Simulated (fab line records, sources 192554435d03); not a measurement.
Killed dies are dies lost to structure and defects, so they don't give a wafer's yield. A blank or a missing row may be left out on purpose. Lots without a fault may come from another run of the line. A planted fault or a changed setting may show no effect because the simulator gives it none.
Chamber matching | flow n5_finfet | N5_FIN_CUT_DESCUM_13 on rie_diel-03: 4 sister chambers
The step chemistry O2, time 7 s. 22 wafers are shown with their chamber, then 11 later ones without.

WAFERS WITH THEIR CHAMBER
wafer  | chamber | drypump_motor_current_A (A) | throttle_valve_pct (%) | showerhead_plenum_p_Torr (Torr)
L077.4 | 2       | 5.8                         | 20.09                  | 2.18
L077.5 | 3       | 5.4                         | 20.57                  | 2.10
L077.6 | 0       | 6.2                         | 20.45                  | 2.07
L080.2 | 0       | 6.2                         | 20.46                  | 2.07
L080.3 | 2       | 5.7                         | 20.08                  | 2.17
L080.6 | 2       | 5.8                         | 20.11                  | 2.17
L083.2 | 1       | 5.1                         | 20.17                  | 2.13
L083.3 | 3       | 5.4                         | 20.58                  | 2.09
L083.6 | 3       | 5.4                         | 20.59                  | 2.09
L085.1 | 3       | 5.4                         | 20.59                  | 2.09
L085.2 | 2       | 5.8                         | 20.11                  | 2.17
L085.3 | 0       | 6.2                         | 20.47                  | 2.06
L085.4 | 1       | 5.1                         | 20.17                  | 2.12
L085.5 | 1       | 5.1                         | 20.19                  | 2.12
L085.6 | 2       | 5.8                         | 20.11                  | 2.17
L087.2 | 0       | 6.3                         | 20.48                  | 2.06
L087.4 | 3       | 5.4                         | 20.61                  | 2.09
L087.5 | 2       | 5.7                         | 20.12                  | 2.17
L088.2 | 2       | 5.8                         | 20.12                  | 2.17
L088.3 | 1       | 5.1                         | 20.18                  | 2.12
L088.5 | 2       | 5.8                         | 20.11                  | 2.17
L092.2 | 3       | 5.4                         | 20.61                  | 2.09

SIGNATURES (means of the wafers above)
reading                  | chamber 0 | chamber 1 | chamber 2 | chamber 3 | scatter within a chamber
drypump_motor_current_A  | 6.225     | 5.100     | 5.775     | 5.400     | 0.0354
throttle_valve_pct       | 20.4650   | 20.1775   | 20.1062   | 20.5917   | 0.0138
showerhead_plenum_p_Torr | 2.0650    | 2.1225    | 2.1713    | 2.0917    | 0.00438
Rule: a wafer's distance from a chamber is the root of the sum, over the readings, of the square of ((its reading less the chamber's mean) divided by the reading's scatter). The wafer belongs to the nearest chamber; if the next one is less than 2 further off, it can't be placed. The scatter: the root of (the sum of the squares of (reading less its chamber's mean) over the shown wafers, divided by (wafers less chambers)).

WAFERS WITHOUT THEIR CHAMBER
wafer  | drypump_motor_current_A (A) | throttle_valve_pct (%) | showerhead_plenum_p_Torr (Torr)
L092.5 | 5.1                         | 20.21                  | 2.12
L092.6 | 5.7                         | 20.13                  | 2.17
L093.1 | 6.3                         | 20.12                  | 2.06
L093.3 | 5.1                         | 20.22                  | 2.12
L093.6 | 5.4                         | 20.60                  | 2.08
L095.2 | 6.3                         | 20.13                  | 2.06
L095.3 | 5.1                         | 20.22                  | 2.12
L095.6 | 5.7                         | 20.12                  | 2.16
L097.1 | 5.1                         | 20.22                  | 2.12
L097.3 | 5.4                         | 20.61                  | 2.08
L097.6 | 5.8                         | 20.13                  | 2.16

WHICH CHAMBER EACH WENT THROUGH
wafer  | from the rows above | in truth
L092.5 | 1                   | 1
L092.6 | 2                   | 2
L093.1 | 0                   | 0
L093.3 | 1                   | 1
L093.6 | 3                   | 3
L095.2 | 0                   | 0
L095.3 | 1                   | 1
L095.6 | 2                   | 2
L097.1 | 1                   | 1
L097.3 | 3                   | 3
L097.6 | 2                   | 2
Placed correctly: 11 of 11. Can't be placed from these rows: 0. Placed wrongly: 0.
